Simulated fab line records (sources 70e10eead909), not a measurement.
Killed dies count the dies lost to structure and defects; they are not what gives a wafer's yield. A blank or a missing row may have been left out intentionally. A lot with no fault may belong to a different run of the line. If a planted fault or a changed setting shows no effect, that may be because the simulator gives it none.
Matching of chambers    flow nand_harc    NHARC_A_SLIT_DESCUM_14 on rie_diel-06: 3 sister chambers
The step chemistry O2, time 3 s. 14 wafers are shown with their chamber, then 5 later ones without.

WAFERS PAIRED WITH THEIR CHAMBERS
wafer   chamber  drypump_motor_current_A (A)  rf_vpp_V (V)  oes_product_au (a.u.)
L074.2  0        6.6                          58.0          0.991
L074.5  0        6.6                          58.4          0.995
L074.6  1        6.0                          56.6          0.985
L083.2  1        5.9                          57.9          0.999
L083.3  2        5.9                          59.0          1.004
L083.5  1        5.9                          57.4          1.003
L089.2  2        5.9                          57.2          0.989
L089.3  0        6.6                          56.3          0.995
L089.4  1        5.9                          58.3          0.997
L090.3  1        5.9                          58.2          0.995
L090.4  0        6.6                          57.5          1.013
L090.5  2        5.9                          58.4          1.006
L091.2  0        6.6                          57.7          0.998
L091.5  1        5.9                          56.5          0.998

SIGNATURES, as means of the wafers listed above
reading                  chamber 0  chamber 1  chamber 2  scatter within a chamber
drypump_motor_current_A  6.600      5.917      5.900      0.0275
rf_vpp_V                 57.580     57.483     58.200     0.814
oes_product_au           0.99840    0.99617    0.99967    0.00768
Rule: for each reading, subtract the chamber's mean from the wafer's reading, divide by that reading's scatter and square the result; add these up over the readings and take the root, which gives the wafer's distance from the chamber. The wafer belongs to the nearest chamber; if the next one is less than 2 further off, it can't be placed. The scatter is the square root of a quotient: the sum, over the shown wafers, of each reading's squared deviation from its chamber's mean, divided by wafers minus chambers.

WAFERS WHOSE CHAMBER IS MISSING
wafer   drypump_motor_current_A (A)  rf_vpp_V (V)  oes_product_au (a.u.)
L091.6  6.6                          56.0          1.003
L092.4  6.6                          57.0          1.003
L092.5  5.9                          58.7          0.994
L095.3  5.9                          57.8          0.985
L095.4  6.6                          58.5          1.006

CHAMBER TAKEN BY EACH
wafer   from the rows above      in truth
L091.6  0                        0
L092.4  0                        0
L092.5  can't be placed: 2 or 1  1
L095.3  can't be placed: 1 or 2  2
L095.4  0                        0
3 of 5 placed correctly. Can't be placed from these rows: 2 (the true chamber is among the candidates in 2). Number placed wrongly: 0.
